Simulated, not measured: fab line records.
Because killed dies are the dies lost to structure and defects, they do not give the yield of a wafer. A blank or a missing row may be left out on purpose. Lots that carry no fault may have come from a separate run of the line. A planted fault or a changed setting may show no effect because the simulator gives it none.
8D (eight disciplines) problem report, filled in by code | flow nand harc | the parts of the form that need people (team, actions taken, sign-off) are left out

== 1. PROBLEM STATEMENT ==
NHARC_END_SORT_01, killed at array: mean 93 over 1 wafer from 1 lot; wafers with no fault: 25, standard deviation 10. Measured from the usual mean, that is +6.8 standard deviations.
The first sign was on wafer L394.4 at day 21 06:17, on prober-02. The record holds 3 wafers of 1 lot with a number at this step. Rule for "out" (also "out of limits"): further than 4 standard deviations from the usual mean. All remaining wafers that have a number are taken as sound.

== 2. WHAT IT IS, WHAT IT ISN'T ==
question                    | is                           | is not
which readings at this step | killed at array, killed dies | killed at other, killed at periphery, killed open, killed short
which lots                  | L394                         | -
which wafers of those lots  | L394.4                       | L394.1, L394.2
read on which gauges        | prober-02                    | -
when                        | from day 21 06:17            | up to then (2 sound wafers)

== 3. SUSPECTS, AND WHAT RULES EACH OUT ==
Counting: a tool at a process step up to the reading stays a suspect if it ran every lot that is out. Sound lots after the first of them don't rule it out here, since some wafers of a struck lot are sound.
- the gauge at NHARC_END_SORT_01: kept. All the wafers that are out were read on prober-02, and no step on other tools shows them out.
- rie diel-12 at NHARC_A_STAIRCASE_STRIP_295 (strips in O2): kept. It ran the lot that is out, L394 (day 13 01:04).
- pvd sputter-01 at NHARC_A_BONDPAD_PVD_27 (deposits Cu, target thk 30 nm, time 20.49 s): kept. It ran the lot that is out, L394 (day 20 01:32). NHARC_A_BONDPAD_PVD_27: start missing for some lots; hours and lot order therefore follow NHARC_A_BONDPAD_THK_MEAS_20.
- rie diel-08 at NHARC_THIN_TSV_ETCH_44 (etches the open film in CF4/O2, target depth 1594.2 nm, time 797.1 s): kept. It ran the lot that is out, L394 (day 20 15:46).
- In rie diel-12 at NHARC_A_STAIRCASE_STRIP_295, the wafers that are out were processed in chamber 2 and their sound lot-mates in chambers 0, 1.
- In rie diel-08 at NHARC_THIN_TSV_ETCH_44, the wafers that are out were processed in chamber 3 and their sound lot-mates in chambers 0, 1.
Left after counting: rie diel-12 at NHARC_A_STAIRCASE_STRIP_295, pvd sputter-01 at NHARC_A_BONDPAD_PVD_27, rie diel-08 at NHARC_THIN_TSV_ETCH_44, prober-02 at NHARC_END_SORT_01.

== 4. THE CAUSE (what the simulator had put in) ==
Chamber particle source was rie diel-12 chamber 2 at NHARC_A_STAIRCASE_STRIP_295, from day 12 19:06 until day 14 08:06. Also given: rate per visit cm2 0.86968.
This tool is one of the 4 suspects left after counting.

== 5. SEQUENCE OF EFFECTS, ordered by route ==
One row per reading whose mean, taken over the struck wafers that have a number, lies over 3 standard deviations from the usual. Scope: only readings with a usual standard deviation given in the record; hours: median across lots of the time from each lot's start at the first step in this table that gives one to its start at this step; sigmas: change in usual standard deviations.
hours | step              | reading         | usual | on struck wafers | change | sigmas
0     | NHARC_END_SORT_01 | killed at array | 25    | 93               | +68    | +6.8
0     | NHARC_END_SORT_01 | killed dies     | 29    | 96               | +67    | +6.7

== 6. HOW IT WOULD HAVE BEEN CAUGHT EARLIER ==
203 hours passed between the start of the fault at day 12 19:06 and the first reading out of limits at a measuring or inspecting step in this record, taken at day 21 06:17.
Tool readings at NHARC_A_STAIRCASE_STRIP_295 with a usual standard deviation given in the record: none out on any struck wafer, hence no alarm at a limit of 4 standard deviations on them.
By day 21 06:17, every lot that is out (1) had started NHARC_A_STAIRCASE_STRIP_295 on rie diel-12. Tool hold at that time: it would have spared none of them.
